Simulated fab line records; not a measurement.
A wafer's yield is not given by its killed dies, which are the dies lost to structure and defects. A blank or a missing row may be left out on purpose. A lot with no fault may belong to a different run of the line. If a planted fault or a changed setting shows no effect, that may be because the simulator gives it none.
The tool behind it: which one? -- flow n5-finfet -- 72 wafers from 24 lots sampled at 3 of the route's 1938 steps

== WHAT THE GAUGES SHOWED, per wafer ==
N5_BEOL_M3_RS_MEAS_58: uses a four-point probe to measure.
lot,measured,on,M3_RS (ohm/sq)
L074,day 8 15:41,film-metro-01,0.64 0.69 0.68
L075,day 8 18:43,film-metro-01,0.68 0.69 0.66
L078,day 9 08:01,film-metro-01,0.63 0.68 0.62
L077,day 9 21:08,film-metro-01,0.66 0.61 0.59
L079,day 10 11:18,film-metro-02,0.65 0.63 0.63
L080,day 10 13:59,film-metro-01,0.69 0.66 0.66
L081,day 10 17:41,film-metro-02,0.67 0.71 0.66
L082,day 11 02:05,film-metro-01,0.65 0.61 0.60
L083,day 11 07:06,film-metro-02,0.67 0.66 0.71
L084,day 11 19:28,film-metro-02,0.68 0.75 0.65
L085,day 12 21:07,film-metro-01,0.70 0.63 0.64
L087,day 12 21:17,film-metro-02,0.66 0.73 0.70
L086,day 12 22:47,film-metro-01,0.65 0.69 0.69
L076,day 13 11:43,film-metro-02,0.65 0.63 0.66
L089,day 13 11:50,film-metro-02,0.73 0.71 0.70
L090,day 13 15:05,film-metro-01,0.64 0.65 0.69
L088,day 14 08:48,film-metro-02,0.70 0.63 0.67
L091,day 14 09:10,film-metro-01,0.73 0.71 0.69
L092,day 14 16:14,film-metro-01,0.67 0.71 0.70
L093,day 14 18:16,film-metro-01,0.71 0.66 0.69
L094,day 14 19:26,film-metro-02,0.77 0.72 0.70
L095,day 14 21:35,film-metro-01,0.73 0.73 0.70
L096,day 14 21:43,film-metro-01,0.66 0.66 0.66
L097,day 15 02:19,film-metro-02,0.70 0.68 0.65

N5_BEOL_M4_CD_MEAS_11: the cd target is 16.79 nm.
lot,measured,on,cd-nm (nm)
L074,day 8 16:52,cd-sem-02,16.82 16.80 16.55
L075,day 8 19:58,cd-sem-03,16.75 17.29 16.85
L078,day 9 09:43,cd-sem-01,17.13 16.59 16.88
L077,day 9 22:00,cd-sem-03,16.92 16.75 16.97
L079,day 10 13:40,cd-sem-03,16.41 16.99 16.75
L080,day 10 14:50,cd-sem-01,16.64 17.21 17.31
L081,day 10 19:55,cd-sem-01,16.82 16.81 16.72
L082,day 11 03:54,cd-sem-01,16.87 16.90 16.81
L083,day 11 09:27,cd-sem-02,16.82 16.56 16.92
L084,day 11 22:01,cd-sem-03,16.59 16.50 16.92
L085,day 13 00:04,cd-sem-03,16.97 16.92 16.64
L087,day 13 00:17,cd-sem-01,16.84 17.22 16.62
L086,day 13 00:29,cd-sem-01,16.61 16.81 16.39
L076,day 13 12:32,cd-sem-03,16.74 16.83 16.98
L089,day 13 12:35,cd-sem-01,16.31 16.06 16.78
L090,day 13 15:52,cd-sem-02,16.72 17.04 16.89
L088,day 14 09:56,cd-sem-02,16.83 16.95 16.96
L091,day 14 10:52,cd-sem-03,16.86 17.35 16.84
L092,day 14 18:04,cd-sem-03,16.49 16.67 16.63
L093,day 14 18:53,cd-sem-02,16.79 16.88 17.00
L094,day 14 21:23,cd-sem-01,16.92 16.60 16.94
L095,day 14 23:35,cd-sem-03,17.18 16.92 17.05
L096,day 14 23:46,cd-sem-01,16.58 16.86 16.85
L097,day 15 03:28,cd-sem-02,17.16 16.91 16.94

== WHICH TOOL RAN EACH LOT (tool, then ch and the chambers of the sampled wafers, then the start) ==
lot,N5_BEOL_M3_PRE_CLEAN_60
L074,"cvd-co-02 ch 0,1, day 8 15:27"
L075,"cvd-co-01 ch 1,2, day 8 18:28"
L078,"cvd-co-02 ch 0,2, day 9 07:48"
L077,"cvd-co-01 ch 0,1,2, day 9 20:55"
L079,"cvd-co-01 ch 1,2, day 10 11:01"
L080,"cvd-co-01 ch 0,1,2, day 10 13:46"
L081,"cvd-co-02 ch 1,2, day 10 17:28"
L082,"cvd-co-02 ch 1,2, day 11 01:52"
L083,"cvd-co-01 ch 0,2, day 11 06:53"
L084,"cvd-co-02 ch 1,2, day 11 19:15"
L085,"cvd-co-02 ch 0,2, day 12 20:50"
L087,"cvd-co-01 ch 0,1, day 12 21:02"
L086,"cvd-co-01 ch 1,2, day 12 22:34"
L076,"cvd-co-02 ch 0,1, day 13 11:29"
L089,"cvd-co-02 ch 1,2, day 13 11:36"
L090,"cvd-co-01 ch 0,1, day 13 14:52"
L088,"cvd-co-02 ch 1,2, day 14 08:31"
L091,"cvd-co-02 ch 1,2, day 14 08:53"
L092,"cvd-co-01 ch 0,1,2, day 14 16:01"
L093,"cvd-co-01 ch 0,1,2, day 14 18:03"
L094,"cvd-co-01 ch 0,2, day 14 19:13"
L095,"cvd-co-01 ch 0,2, day 14 21:20"
L096,"cvd-co-02 ch 0,2, day 14 21:26"
L097,"cvd-co-02 ch 0,2, day 15 02:02"
- N5_BEOL_M3_PRE_CLEAN_60: time 15 s.

== WHAT THE TOOLS THEMSELVES READ (means of the sampled wafers that have a number; where no wafer has one, the mark that the record gives instead) ==
N5_BEOL_M3_PRE_CLEAN_60.
lot,tool,heater-power-w (W)
L074,cvd-co-02,98
L075,cvd-co-01,84
L078,cvd-co-02,87
L077,cvd-co-01,84
L079,cvd-co-01,87
L080,cvd-co-01,84
L081,cvd-co-02,92
L082,cvd-co-02,90
L083,cvd-co-01,87
L084,cvd-co-02,92
L085,cvd-co-02,81
L087,cvd-co-01,81
L086,cvd-co-01,88
L076,cvd-co-02,97
L089,cvd-co-02,83
L090,cvd-co-01,82
L088,cvd-co-02,84
L091,cvd-co-02,92
L092,cvd-co-01,85
L093,cvd-co-01,87
L094,cvd-co-01,88
L095,cvd-co-01,88
L096,cvd-co-02,80
L097,cvd-co-02,80

== THE ANSWER, worked out from the rows above alone ==
Rule: the lots themselves supply what counts as usual. The widest of any qualifying gaps counts: lots, ordered by their means at a reading, are off when they make up no more than a third of the lots, leave a main group of 4 or more, and stand apart from it by 3 or more times the standard deviation of that group's means. A main group whose means are all the same, to the digits that the tables above print for the reading, isn't used. Also off: a lot with no number at a reading for which 4 or more lots have one. Any other lot the step has rows for is counted as sound. After the gauges, taken in route order, come the tools' own readings; for these a lot's mean is taken, as printed above. The first step at which some lot is off is used, and at that step the reading that is off furthest; a lot without a number counts as furthest.
No lot is off on any of the readings shown, so nothing can be concluded from this.

== WHAT THE SIMULATOR PUT IN ==
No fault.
